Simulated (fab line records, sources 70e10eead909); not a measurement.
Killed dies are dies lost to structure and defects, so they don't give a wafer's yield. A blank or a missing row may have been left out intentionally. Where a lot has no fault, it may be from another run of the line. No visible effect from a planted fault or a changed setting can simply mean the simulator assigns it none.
fab line records	flow nand_harc
record: lots: 11	wafers: 33	last_day: 34
route steps=1302 shown P_GATE@145
lots with no fault: from the same line, run without faults
start_h: hours from the record's first day to the start of the lot's first wafer shown	wait_h: hours since the lot's step before	" same as the row above	L1.1+2: several wafers, shown together as one row	- no value present, or no start provided	* or withheld: withheld	< > ~ a bound
route shown NAME@n: NAME is a module with steps in the file, n the number in the route of the first one	usual: the fault-free wafers' mean and standard deviation	same: alike in all rows	chamber/n: place in a boat	sites: the reading at each site	_std_site: standard deviation across them	_edge_site: inner sites' mean taken away from outer sites' mean	radius_mm: for every site, how far away it sits from the centre of the wafer	mask NAME#n: copy n	behind: the last tool/chamber to shape the wafer	hold: reason for holding the lot/hours on hold/outcome of the hold	device: transistor that didn't switch, given as n, p or np	end of line: the route-end tests of the same wafers	step lacking rows: just its recipe	killed: at the first sort, the dies lost to defects and structure; wafer yield is something else	map: a wafer's dies, x killed, . not, _ none there
set.NAME: the run value of the setting; set.NAME@STEP: its run value at that earlier step	model.NAME: the simulator's own value behind a step, which no gauge read
a sample of lots followed through the steps of the route, with each step as a table and each wafer as a row
services: when a tool's chamber went out of use (start_h, in hours from the record's first day, below 0 if earlier), for how many hours, and the reason
== steps ==
step: NHARC_P_GATE_ETCH_104
recipe: target_depth_a: 600	time_s: withheld	cf4_flow_sccm: 100	chf3_flow_sccm: 30	ar_flow_sccm: 0	rf_w: 500	bias_w: 200	chemistry: CF4/CHF3
usual: drypump_motor_current_A: 5.9/0.49	oes_product_au: 0.955/0.023	rf_vpp_V: 372.3/2	showerhead_plenum_p_Torr: 1.62/0.058	throttle_valve_pct: 16.803/0.0092
lot.wafer	tool	chamber	start_h	wait_h	drypump_motor_current_A	oes_product_au	rf_vpp_V	showerhead_plenum_p_Torr	throttle_valve_pct
L863.2	rie_diel-07	1	96.63	0.1	6.6	0.926	367.9	1.51	16.803
L863.3	"	2	"	"	5.6	0.917	372.5	1.65	16.803
L863.5	"	3	"	"	5.8	0.923	374.4	1.68	16.810
L864.2	rie_diel-07	3	113.05	0.1	5.8	0.973	374.4	1.68	16.807
L864.1	"	0	"	"	5.2	0.959	375.3	1.68	16.807
L864.4	"	1	"	"	6.6	0.967	369.2	1.51	16.798
L865.4	rie_diel-01	0	119.90	0.1	6.2	0.903	375.1	1.69	16.794
L865.6	"	3	"	"	5.7	0.922	371.0	1.56	16.816
L865.5	"	0	"	"	6.2	0.922	374.9	1.69	16.797
L869.2	rie_diel-07	3	157.52	0.1	5.8	0.977	374.9	1.68	16.810
L869.6	"	0	"	"	5.2	0.971	373.6	1.67	16.794
L869.5	"	1	"	"	6.6	0.956	369.4	1.51	16.812
L871.2	rie_diel-05	3	182.33	0.1	6.0	0.928	375.8	1.67	16.818
L871.1	"	2	"	"	6.6	0.939	371.3	1.58	16.809
L871.5	"	0	"	"	5.8	0.940	372.4	1.60	16.807
L873.4	rie_diel-05	2	197.98	0.1	6.6	0.958	371.7	1.58	16.788
L873.2	"	3	"	"	6.0	0.982	372.7	1.67	16.803
L873.6	"	1	"	"	6.6	0.967	371.9	1.60	16.811
L874.3	rie_diel-07	3	207.23	0.1	5.8	0.927	374.4	1.68	16.810
L874.4	"	2	"	"	5.6	0.913	373.3	1.65	16.807
L874.6	"	0	"	"	5.2	0.920	375.4	1.67	16.814
L883.2	rie_diel-01	1	300.49	0.1	5.9	0.964	371.3	1.63	16.821
L883.5	"	3	"	"	5.7	0.965	369.7	1.56	16.809
L883.6	"	1	"	"	5.9	0.968	371.1	1.63	16.807
L884.3	rie_diel-07	1	304.68	0.1	6.6	0.973	367.5	1.51	16.799
L884.2	"	2	"	"	5.6	0.983	372.9	1.65	16.797
L884.1	"	0	"	"	5.2	0.957	373.3	1.67	16.814
L885.2	rie_diel-05	2	320.86	0.1	6.6	0.943	370.1	1.58	16.784
L885.5	"	2	"	"	6.6	0.936	371.8	1.58	16.814
L885.6	"	3	"	"	6.0	0.920	374.9	1.67	16.793
L886.2	rie_diel-05	1	321.63	0.1	6.5	0.986	371.5	1.60	16.799
L886.3	"	2	"	"	6.6	0.995	371.4	1.58	16.797
L886.6	"	1	"	"	6.5	0.977	370.3	1.60	16.789
step: NHARC_P_GATE_HM_OPEN_105
recipe: target_depth_a: 3600	o2_flow_sccm: 400	cos_flow_sccm: 20	ar_flow_sccm: 0	rf_w: 500	bias_w: 300	chemistry: O2/COS
usual: drypump_motor_current_A: 5.9/0.5	oes_product_au: 1.002/0.0074	rf_vpp_V: 469.0/2.5	showerhead_plenum_p_Torr: 3.21/0.12	throttle_valve_pct: 28.329/0.0089
lot.wafer	tool	chamber	start_h	wait_h	drypump_motor_current_A	oes_product_au	rf_hours_counter_h	rf_vpp_V	showerhead_plenum_p_Torr	throttle_valve_pct
L863.2	rie_diel-07	2	-	-	5.6	1.005	7.6	470.8	3.28	28.334
L863.3	"	3	"	"	5.8	0.991	6.0	471.5	3.34	28.321
L863.5	"	1	"	"	6.6	1.013	-	465.6	2.99	28.333
L864.4	rie_diel-07	1	-	-	6.5	0.991	7.1	465.1	2.99	28.335
L864.2	"	2	"	"	5.6	0.990	7.8	471.5	3.28	28.314
L864.1	"	0	"	"	5.2	0.993	8.6	471.8	3.32	28.337
L865.4	rie_diel-01	2	-	-	4.9	0.986	6.3	466.9	3.10	28.314
L865.6	"	2	"	"	4.9	0.986	-	466.4	3.10	28.321
L865.5	"	3	"	"	5.7	0.996	-	465.5	3.09	28.315
L869.2	rie_diel-07	0	-	-	5.2	1.004	1.2	471.1	3.32	28.328
L869.5	"	1	"	"	6.5	1.002	-	463.8	2.99	28.311
L869.6	"	2	"	"	5.6	0.990	-	470.7	3.28	28.334
L871.1	rie_diel-05	3	-	-	6.0	1.001	6.4	471.7	3.32	28.339
L871.2	"	0	"	"	5.8	1.002	7.0	468.5	3.18	28.325
L871.5	"	2	"	"	6.6	1.005	-	467.9	3.13	28.333
L873.4	rie_diel-05	3	-	-	6.0	1.002	7.1	470.1	3.32	28.335
L873.2	"	1	"	"	6.6	0.986	9.3	468.8	3.17	28.329
L873.6	"	2	"	"	6.6	1.006	-	467.0	3.13	28.341
L874.3	rie_diel-07	3	-	-	5.7	1.004	3.7	471.5	3.34	28.339
L874.6	"	2	"	"	5.6	0.997	-	470.8	3.28	28.331
L874.4	"	0	"	"	5.2	1.003	-	471.8	3.32	28.340
L883.2	rie_diel-01	0	-	-	6.2	1.007	4.2	471.6	3.34	28.332
L883.6	"	1	"	"	6.0	1.000	-	468.6	3.23	28.348
L883.5	"	3	"	"	5.7	0.995	-	466.9	3.09	28.339
L884.3	rie_diel-07	1	-	-	6.6	0.990	0.0	464.8	2.99	28.329
L884.1	"	2	"	"	5.6	1.010	0.0	470.6	3.27	28.338
L884.2	"	0	"	"	5.2	0.992	0.0	470.7	3.32	28.340
L885.2	rie_diel-05	0	-	-	5.8	1.011	5.4	468.5	3.18	28.335
L885.5	"	0	"	"	5.8	1.016	-	469.9	3.18	28.323
L885.6	"	1	"	"	6.5	0.998	-	468.9	3.17	28.319
L886.3	rie_diel-05	0	-	-	5.8	1.007	5.5	467.7	3.18	28.344
L886.2	"	2	"	"	6.6	1.017	5.0	467.2	3.13	28.325
L886.6	"	3	"	"	6.0	1.002	-	469.6	3.32	28.328
step: NHARC_P_GATE_EXPOSE_56
recipe: na: 0.6	target_cd_nm: 720	dose_mj: 14.81	mask_id: P_PSD
usual: exposure_dose_mJ_cm2: 14.812/0.014
lot.wafer	tool	chamber	start_h	wait_h	mask	exposure_dose_mJ_cm2
L863.2	krf_scanner-04	0	110.16	-	P_PSD#0	14.795
L863.3	"	0	"	"	P_PSD#0	14.827
L863.5	"	0	"	"	P_PSD#0	14.811
L864.1	krf_scanner-02	0	126.14	-	P_PSD#0	14.802
L864.2	"	0	"	"	P_PSD#0	14.806
L864.4	"	0	"	"	P_PSD#0	14.820
L865.4	krf_scanner-02	0	133.09	-	P_PSD#0	14.800
L865.5	"	0	"	"	P_PSD#0	14.827
L865.6	"	0	"	"	P_PSD#0	14.812
L869.2	krf_scanner-04	0	170.69	-	P_PSD#0	14.801
L869.5	"	0	"	"	P_PSD#0	14.803
L869.6	"	0	"	"	P_PSD#0	14.826
L871.1	krf_scanner-02	0	195.71	-	P_PSD#0	14.796
L871.2	"	0	"	"	P_PSD#0	14.814
L871.5	"	0	"	"	P_PSD#0	14.798
L873.2	krf_scanner-03	0	211.47	-	P_PSD#0	14.793
L873.4	"	0	"	"	P_PSD#0	14.793
L873.6	"	0	"	"	P_PSD#0	14.790
L874.3	krf_scanner-04	0	220.70	-	P_PSD_R1#0	14.803
L874.4	"	0	"	"	P_PSD_R1#0	14.809
L874.6	"	0	"	"	P_PSD_R1#0	14.813
L883.2	krf_scanner-04	0	313.95	-	P_PSD#0	14.835
L883.5	"	0	"	"	P_PSD#0	14.808
L883.6	"	0	"	"	P_PSD#0	14.831
L884.1	krf_scanner-04	0	318.00	-	P_PSD#0	14.812
L884.2	"	0	"	"	P_PSD#0	14.813
L884.3	"	0	"	"	P_PSD#0	14.788
L885.2	krf_scanner-04	0	334.10	-	P_PSD#0	14.833
L885.5	"	0	"	"	P_PSD#0	14.822
L885.6	"	0	"	"	P_PSD#0	14.819
L886.2	krf_scanner-02	0	334.99	-	P_PSD#0	14.814
L886.3	"	0	"	"	P_PSD#0	14.809
L886.6	"	0	"	"	P_PSD#0	14.812
step: NHARC_P_GATE_CD_MEAS_59
recipe: target_cd_nm: 720	landing_energy_ev: 500
usual: cd_nm: 720.2/1.3
same: landing_energy_ev: 500
lot.wafer	tool	chamber	start_h	wait_h	cd_nm
L863.2	cd_sem-01	0	110.31	-	719.9
L863.3	"	0	"	"	719.6
L863.5	"	0	"	"	719.8
L864.1	cd_sem-01	0	126.30	-	723.0
L864.2	"	0	"	"	723.9
L864.4	"	0	"	"	721.8
L865.4	cd_sem-01	0	133.24	-	719.4
L865.5	"	0	"	"	718.7
L865.6	"	0	"	"	719.1
L869.2	cd_sem-02	0	170.85	-	720.6
L869.5	"	0	"	"	722.2
L869.6	"	0	"	"	721.4
L871.1	cd_sem-03	0	195.87	-	720.5
L871.2	"	0	"	"	720.4
L871.5	"	0	"	"	720.7
L873.2	cd_sem-01	0	211.63	-	720.7
L873.4	"	0	"	"	721.5
L873.6	"	0	"	"	722.1
L874.3	cd_sem-02	0	220.85	-	726.2
L874.4	"	0	"	"	728.6
L874.6	"	0	"	"	727.3
L883.2	cd_sem-03	0	314.10	-	721.0
L883.5	"	0	"	"	719.8
L883.6	"	0	"	"	720.7
L884.1	cd_sem-01	0	318.15	-	720.5
L884.2	"	0	"	"	719.3
L884.3	"	0	"	"	718.6
L885.2	cd_sem-03	0	334.25	-	717.6
L885.5	"	0	"	"	718.9
L885.6	"	0	"	"	720.1
L886.2	cd_sem-02	0	335.14	-	718.9
L886.3	"	0	"	"	721.0
L886.6	"	0	"	"	719.2
step: NHARC_P_GATE_DESCUM_93
recipe: time_s: 3	o2_flow_sccm: 200	ar_flow_sccm: 0	bias_power_w: 0	chemistry: O2
usual: drypump_motor_current_A: 5.9/0.49	oes_product_au: 1.001/0.0074	rf_vpp_V: 58.0/0.91	showerhead_plenum_p_Torr: 1.97/0.07	throttle_valve_pct: 11.312/0.0085
same: time_s: 3
lot.wafer	tool	chamber	start_h	wait_h	drypump_motor_current_A	oes_product_au	rf_hours_counter_h	rf_vpp_V	showerhead_plenum_p_Torr	throttle_valve_pct
L863.2	rie_diel-01	0	112.19	-	6.2	0.995	5.2	57.1	2.06	11.315
L863.3	"	2	"	"	4.9	0.991	5.5	57.4	1.90	11.309
L863.5	"	3	"	"	5.6	1.001	-	58.0	1.90	11.300
L864.1	rie_diel-05	1	128.18	-	6.5	0.996	5.5	59.1	1.95	11.315
L864.2	"	2	"	"	6.6	0.987	5.1	58.8	1.92	11.325
L864.4	"	3	"	"	6.0	0.989	4.2	58.9	2.04	11.303
L865.4	rie_diel-05	2	135.27	-	6.6	0.999	5.4	58.1	1.92	11.313
L865.6	"	0	"	"	5.8	1.005	-	58.8	1.95	11.313
L865.5	"	1	"	"	6.5	1.007	-	58.2	1.95	11.316
L869.2	rie_diel-07	2	172.72	-	5.6	0.999	1.7	57.9	2.01	11.316
L869.6	"	1	"	"	6.6	1.004	-	57.5	1.83	11.306
L869.5	"	2	"	"	5.6	0.991	-	58.7	2.01	11.313
L871.2	rie_diel-05	3	197.62	-	6.0	0.990	7.1	58.5	2.04	11.302
L871.1	"	2	"	"	6.6	1.011	8.4	59.2	1.92	11.305
L871.5	"	3	"	"	6.0	1.007	-	58.1	2.04	11.315
L873.4	rie_diel-07	3	213.50	-	5.8	1.006	3.9	58.1	2.05	11.308
L873.2	"	0	"	"	5.2	1.007	4.3	58.4	2.04	11.309
L873.6	"	3	"	"	5.8	1.008	-	59.2	2.05	11.307
L874.3	rie_diel-07	3	222.60	-	5.8	1.008	4.3	58.0	2.05	11.312
L874.4	"	1	"	"	6.6	0.999	4.5	57.8	1.83	11.324
L874.6	"	2	"	"	5.6	1.000	-	58.4	2.01	11.300
L883.2	rie_diel-01	2	315.85	-	4.9	1.002	6.5	56.8	1.90	11.321
L883.5	"	1	"	"	6.0	0.997	-	59.4	1.98	11.305
L883.6	"	2	"	"	4.9	1.001	-	57.5	1.90	11.309
L884.1	rie_diel-05	0	320.03	-	5.8	1.006	5.4	59.4	1.95	11.318
L884.2	"	1	"	"	6.5	1.001	5.3	56.7	1.94	11.309
L884.3	"	2	"	"	6.6	1.015	4.9	57.2	1.92	11.297
L885.2	rie_diel-07	3	336.74	-	5.8	0.994	0.5	58.3	2.05	11.315
L885.5	"	1	"	"	6.6	0.991	-	56.5	1.83	11.314
L885.6	"	2	"	"	5.6	1.000	-	57.9	2.01	11.314
L886.3	rie_diel-05	0	337.50	-	5.8	1.020	6.6	57.8	1.95	11.328
L886.2	"	3	"	"	6.0	1.011	6.2	58.5	2.04	11.321
L886.6	"	1	"	"	6.5	0.999	-	57.2	1.94	11.303
== services ==
tool	chamber	start_h	hours	kind
rie_diel-07	1	84.54	8.1	repair
krf_scanner-02	-	94.00	4.0	pm
rie_diel-07	0	96.20	-	clean
rie_diel-07	1	96.20	-	clean
rie_diel-07	2	96.20	-	clean
rie_diel-07	-	117.20	9.0	pm
rie_diel-07	2	128.38	5.2	repair
rie_diel-01	0	147.24	33.8	repair
krf_scanner-04	-	182.00	4.0	pm
rie_diel-05	0	191.70	3.7	repair
krf_scanner-04	-	199.97	1.1	repair
rie_diel-07	1	200.25	9.8	repair
rie_diel-01	-	203.80	9.0	pm
rie_diel-05	0	214.54	3.1	repair
krf_scanner-03	-	224.14	4.0	pm
rie_diel-05	-	229.62	9.0	pm
krf_scanner-02	-	266.00	4.0	pm
krf_scanner-03	-	273.63	0.4	repair
rie_diel-07	-	294.20	9.0	pm
rie_diel-01	2	294.76	7.8	repair
rie_diel-07	2	313.06	3.7	repair
rie_diel-07	3	313.56	14.5	repair
rie_diel-07	1	324.01	8.8	repair
krf_scanner-03	-	336.74	1.9	repair
== key ==
first_sign: step: NHARC_P_GATE_EXPOSE_56	reading: mask	direction: changed
effect: step: NHARC_P_GATE_CD_MEAS_59	reading: cd_nm	direction: up	sigmas: 5.6	usual: 720.2	struck: 727.4
met_at NHARC_P_GATE_EXPOSE_56
struck_lots L874
tester_left_out L874
not_acting_at NHARC_P_GATE_ETCH_104,NHARC_P_GATE_HM_OPEN_105,NHARC_P_GATE_DESCUM_93
onset_between 170.69 220.70
fault: kind: wrong_mask	tool: any	chamber: -	onset_h: 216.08	steps: NHARC_P_GATE_EXPOSE_56	aux_copy: P_PSD_R1#0	cd_offset_nm: 7.7108	scope: struck_lots_only
tester_left_out: of these lots the tester's yield and bins aren't shown, on N5 and GAA mostly nor the transistor test; their killed dies are dies lost to structure and defects alone, not to doping, threshold or leakage, so they don't give the yield
